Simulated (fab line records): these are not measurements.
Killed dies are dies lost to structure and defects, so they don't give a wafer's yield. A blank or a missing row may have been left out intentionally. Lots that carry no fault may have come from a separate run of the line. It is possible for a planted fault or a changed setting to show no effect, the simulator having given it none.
Which tool is to blame?	flow n5 finfet	18 wafers from 6 lots sampled at 4 of the route's 1938 steps

WHAT EACH GAUGE READ, for each wafer
N5_BEOL_M5_CD_MEAS_28: target cd 30.6 nm, target cd y 20 nm.
lot	measured	on	cd nm (nm)
L472	day 8 23:52	cd sem-01	30.26 30.15 30.50
L476	day 9 16:34	cd sem-03	30.58 30.80 31.12
L478	day 9 23:26	cd sem-02	30.54 30.65 30.06
L483	day 12 00:58	cd sem-03	30.37 30.68 30.58
L485	day 12 17:59	cd sem-01	30.71 30.57 30.53
L491	day 14 00:52	cd sem-01	30.45 30.38 30.42

WHAT TOOL EACH LOT RAN ON (gives the tool, then ch and the chambers of the sampled wafers, and finally the start)
lot	N5_BEOL_M4_ANNEAL_89	N5_BEOL_M4_SPUTTER_92	N5_BEOL_M5_COAT_66
L472	pvd sputter-01, day 8 16:37	pvd sputter-01, day 8 16:59	litho track-04 ch 0, day 8 23:36
L476	pvd sputter-01, day 9 10:55	pvd sputter-01, day 9 11:17	litho track-01 ch 0, day 9 16:10
L478	pvd sputter-03, day 9 16:15	pvd sputter-03, day 9 16:37	litho track-01 ch 0, day 9 23:02
L483	pvd sputter-03, day 11 15:55	pvd sputter-03, day 11 16:16	litho track-05 ch 0, day 12 00:35
L485	pvd sputter-01, day 12 10:37	pvd sputter-01, day 12 10:59	litho track-04 ch 0, day 12 17:41
L491	pvd sputter-02, day 13 16:10	pvd sputter-02, day 13 16:32	litho track-05 ch 0, day 14 00:35
- N5_BEOL_M4_ANNEAL_89: time 240 s.
- N5_BEOL_M4_SPUTTER_92: material Cu, target thk 4.5 nm, time 8.29 s.
- N5_BEOL_M5_COAT_66: time 60 s, resist thk 12 nm.

THE ANSWER, worked out from the rows above alone
Rule: usual is defined by the lots themselves. The widest of any qualifying gaps counts: lots, ordered by their means at a reading, are off when they make up no more than a third of the lots, leave a main group of 4 or more, and stand apart from it by 3 or more times the standard deviation of that group's means. Not used: any main group whose means are identical at the precision the tables above print for the reading. Also off: a lot with no number at a reading for which 4 or more lots have one. Any other lot the step has rows for is counted as sound.
Across all readings shown, no lot is off: no conclusion can be drawn from this.

WHAT THE SIMULATOR HAD INSERTED
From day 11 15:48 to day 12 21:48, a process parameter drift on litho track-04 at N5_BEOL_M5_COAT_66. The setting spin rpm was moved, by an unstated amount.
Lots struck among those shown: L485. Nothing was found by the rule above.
